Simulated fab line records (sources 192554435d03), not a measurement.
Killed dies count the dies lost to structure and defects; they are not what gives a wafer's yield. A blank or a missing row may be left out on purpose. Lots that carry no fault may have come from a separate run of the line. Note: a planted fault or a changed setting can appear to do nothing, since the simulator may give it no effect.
Lot-split experiment || flow n5 finfet || 7 lots, 39 wafers read, on a route of 1938 steps

== ON THE SPLIT ==
At N5_ZERO_LAYER_DEVELOP_10 (develop time 60 s), the setting develop time s was moved away from the recipe's 60 s on 15 of the 39 wafers read, by -35.3% to +58.1%. All remaining wafers had this setting at the recipe value.

== FROM THE SPLIT ON TO THE READING: in between, the file shows 1 step ==
- N5_ZERO_LAYER_HARDBAKE_23: time 120 s

== THE READING ==
At N5_ZERO_LAYER_CD_MEAS_11: cd nm in nanometres, against a target cd of 2000 nm. Typical for fault-free wafers on this fab line: 2000.6 nm, with standard deviation 1.4 nm.

{"wafer": "L074.1", "tool, chamber at the split": "litho track-05, 0", "develop time s as run, s": 60, "against the recipe": "recipe", "cd nm, nm": 2003.8, "against lot-mates on the recipe": "-"}
{"wafer": "L074.2", "tool, chamber at the split": "litho track-05, 0", "develop time s as run, s": 60, "against the recipe": "recipe", "cd nm, nm": 2000.1, "against lot-mates on the recipe": "-"}
{"wafer": "L074.3", "tool, chamber at the split": "litho track-05, 0", "develop time s as run, s": 60, "against the recipe": "recipe", "cd nm, nm": 2004.4, "against lot-mates on the recipe": "-"}
{"wafer": "L074.4", "tool, chamber at the split": "litho track-05, 0", "develop time s as run, s": 60, "against the recipe": "recipe", "cd nm, nm": 2001.2, "against lot-mates on the recipe": "-"}
{"wafer": "L074.5", "tool, chamber at the split": "litho track-05, 0", "develop time s as run, s": 60, "against the recipe": "recipe", "cd nm, nm": 2002.4, "against lot-mates on the recipe": "-"}
{"wafer": "L074.6", "tool, chamber at the split": "litho track-05, 0", "develop time s as run, s": 60, "against the recipe": "recipe", "cd nm, nm": 2003.1, "against lot-mates on the recipe": "-"}
{"wafer": "L077.1", "tool, chamber at the split": "litho track-01, 0", "develop time s as run, s": 38.8, "against the recipe": "-35.3%", "cd nm, nm": 1992.9, "against lot-mates on the recipe": -7.7}
{"wafer": "L077.2", "tool, chamber at the split": "litho track-01, 0", "develop time s as run, s": 38.8, "against the recipe": "-35.3%", "cd nm, nm": 1991.2, "against lot-mates on the recipe": -9.4}
{"wafer": "L077.3", "tool, chamber at the split": "litho track-01, 0", "develop time s as run, s": 60, "against the recipe": "recipe", "cd nm, nm": 2001.1, "against lot-mates on the recipe": "-"}
{"wafer": "L077.4", "tool, chamber at the split": "litho track-01, 0", "develop time s as run, s": 60, "against the recipe": "recipe", "cd nm, nm": 2000.7, "against lot-mates on the recipe": "-"}
{"wafer": "L077.5", "tool, chamber at the split": "litho track-01, 0", "develop time s as run, s": 60, "against the recipe": "recipe", "cd nm, nm": 2000.1, "against lot-mates on the recipe": "-"}
{"wafer": "L077.6", "tool, chamber at the split": "litho track-01, 0", "develop time s as run, s": 38.8, "against the recipe": "-35.3%", "cd nm, nm": 1989.8, "against lot-mates on the recipe": -10.8}
{"wafer": "L080.2", "tool, chamber at the split": "litho track-01, 0", "develop time s as run, s": 60, "against the recipe": "recipe", "cd nm, nm": 1999.8, "against lot-mates on the recipe": "-"}
{"wafer": "L080.3", "tool, chamber at the split": "litho track-01, 0", "develop time s as run, s": 60, "against the recipe": "recipe", "cd nm, nm": 2000.9, "against lot-mates on the recipe": "-"}
{"wafer": "L080.6", "tool, chamber at the split": "litho track-01, 0", "develop time s as run, s": 60, "against the recipe": "recipe", "cd nm, nm": 1999.7, "against lot-mates on the recipe": "-"}
{"wafer": "L082.1", "tool, chamber at the split": "litho track-02, 0", "develop time s as run, s": 60, "against the recipe": "recipe", "cd nm, nm": 1999.9, "against lot-mates on the recipe": "-"}
{"wafer": "L082.2", "tool, chamber at the split": "litho track-02, 0", "develop time s as run, s": 81.16, "against the recipe": "+35.3%", "cd nm, nm": 2006.2, "against lot-mates on the recipe": "+6.5"}
{"wafer": "L082.3", "tool, chamber at the split": "litho track-02, 0", "develop time s as run, s": 81.16, "against the recipe": "+35.3%", "cd nm, nm": 2005.3, "against lot-mates on the recipe": "+5.6"}
{"wafer": "L082.4", "tool, chamber at the split": "litho track-02, 0", "develop time s as run, s": 81.16, "against the recipe": "+35.3%", "cd nm, nm": 2005.7, "against lot-mates on the recipe": "+6.0"}
{"wafer": "L082.5", "tool, chamber at the split": "litho track-02, 0", "develop time s as run, s": 60, "against the recipe": "recipe", "cd nm, nm": 1999.7, "against lot-mates on the recipe": "-"}
{"wafer": "L082.6", "tool, chamber at the split": "litho track-02, 0", "develop time s as run, s": 60, "against the recipe": "recipe", "cd nm, nm": 1999.6, "against lot-mates on the recipe": "-"}
{"wafer": "L088.1", "tool, chamber at the split": "litho track-05, 0", "develop time s as run, s": 94.85, "against the recipe": "+58.1%", "cd nm, nm": 2009.4, "against lot-mates on the recipe": "+10.2"}
{"wafer": "L088.2", "tool, chamber at the split": "litho track-05, 0", "develop time s as run, s": 94.85, "against the recipe": "+58.1%", "cd nm, nm": 2010.0, "against lot-mates on the recipe": "+10.8"}
{"wafer": "L088.3", "tool, chamber at the split": "litho track-05, 0", "develop time s as run, s": 60, "against the recipe": "recipe", "cd nm, nm": 1999.4, "against lot-mates on the recipe": "-"}
{"wafer": "L088.4", "tool, chamber at the split": "litho track-05, 0", "develop time s as run, s": 60, "against the recipe": "recipe", "cd nm, nm": 1998.0, "against lot-mates on the recipe": "-"}
{"wafer": "L088.5", "tool, chamber at the split": "litho track-05, 0", "develop time s as run, s": 94.85, "against the recipe": "+58.1%", "cd nm, nm": 2008.3, "against lot-mates on the recipe": "+9.1"}
{"wafer": "L088.6", "tool, chamber at the split": "litho track-05, 0", "develop time s as run, s": 60, "against the recipe": "recipe", "cd nm, nm": 2000.2, "against lot-mates on the recipe": "-"}
{"wafer": "L095.1", "tool, chamber at the split": "litho track-01, 0", "develop time s as run, s": 83.25, "against the recipe": "+38.7%", "cd nm, nm": 2005.5, "against lot-mates on the recipe": "+7.7"}
{"wafer": "L095.2", "tool, chamber at the split": "litho track-01, 0", "develop time s as run, s": 60, "against the recipe": "recipe", "cd nm, nm": 1997.9, "against lot-mates on the recipe": "-"}
{"wafer": "L095.3", "tool, chamber at the split": "litho track-01, 0", "develop time s as run, s": 60, "against the recipe": "recipe", "cd nm, nm": 1998.5, "against lot-mates on the recipe": "-"}
{"wafer": "L095.4", "tool, chamber at the split": "litho track-01, 0", "develop time s as run, s": 83.25, "against the recipe": "+38.7%", "cd nm, nm": 2007.2, "against lot-mates on the recipe": "+9.4"}
{"wafer": "L095.5", "tool, chamber at the split": "litho track-01, 0", "develop time s as run, s": 60, "against the recipe": "recipe", "cd nm, nm": 1996.9, "against lot-mates on the recipe": "-"}
{"wafer": "L095.6", "tool, chamber at the split": "litho track-01, 0", "develop time s as run, s": 83.25, "against the recipe": "+38.7%", "cd nm, nm": 2004.3, "against lot-mates on the recipe": "+6.5"}
{"wafer": "L096.1", "tool, chamber at the split": "litho track-02, 0", "develop time s as run, s": 60, "against the recipe": "recipe", "cd nm, nm": 2001.8, "against lot-mates on the recipe": "-"}
{"wafer": "L096.2", "tool, chamber at the split": "litho track-02, 0", "develop time s as run, s": 82.8, "against the recipe": "+38.0%", "cd nm, nm": 2008.7, "against lot-mates on the recipe": "+6.6"}
{"wafer": "L096.3", "tool, chamber at the split": "litho track-02, 0", "develop time s as run, s": 82.8, "against the recipe": "+38.0%", "cd nm, nm": 2007.8, "against lot-mates on the recipe": "+5.7"}
{"wafer": "L096.4", "tool, chamber at the split": "litho track-02, 0", "develop time s as run, s": 60, "against the recipe": "recipe", "cd nm, nm": 2002.7, "against lot-mates on the recipe": "-"}
{"wafer": "L096.5", "tool, chamber at the split": "litho track-02, 0", "develop time s as run, s": 60, "against the recipe": "recipe", "cd nm, nm": 2001.9, "against lot-mates on the recipe": "-"}
{"wafer": "L096.6", "tool, chamber at the split": "litho track-02, 0", "develop time s as run, s": 82.8, "against the recipe": "+38.0%", "cd nm, nm": 2007.8, "against lot-mates on the recipe": "+5.7"}

THE FIT
A straight line over all 39 wafers: cd nm changes by +0.178 nm for each +1% of develop time s; r = +0.92; the points scatter about the line by 1.9 nm.
The same after taking each lot's own level away (the mean of its wafers on the recipe; 39 wafers): +0.195 nm for each +1%; r = +0.97; scatter 1.2 nm.
According to that fit, moving develop time s by its largest amount changes the reading by 11 nm.
From 1997.77 to 2002.50 nm: that is the span of the lots' own levels, equal to 3.4 times the standard deviation above.
The two slopes agree, so the slope changes little with the lot-to-lot level.
Check: +11 nm against its lot-mates is what the line predicts for one of the wafers moved furthest among these (+58.1%) when that wafer is left out of the fit. Against them it came out at +10.2 nm.

== FILE'S OWN FIT ==
cd nm changes by +0.187 nm for each +1% of develop time s, r = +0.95.
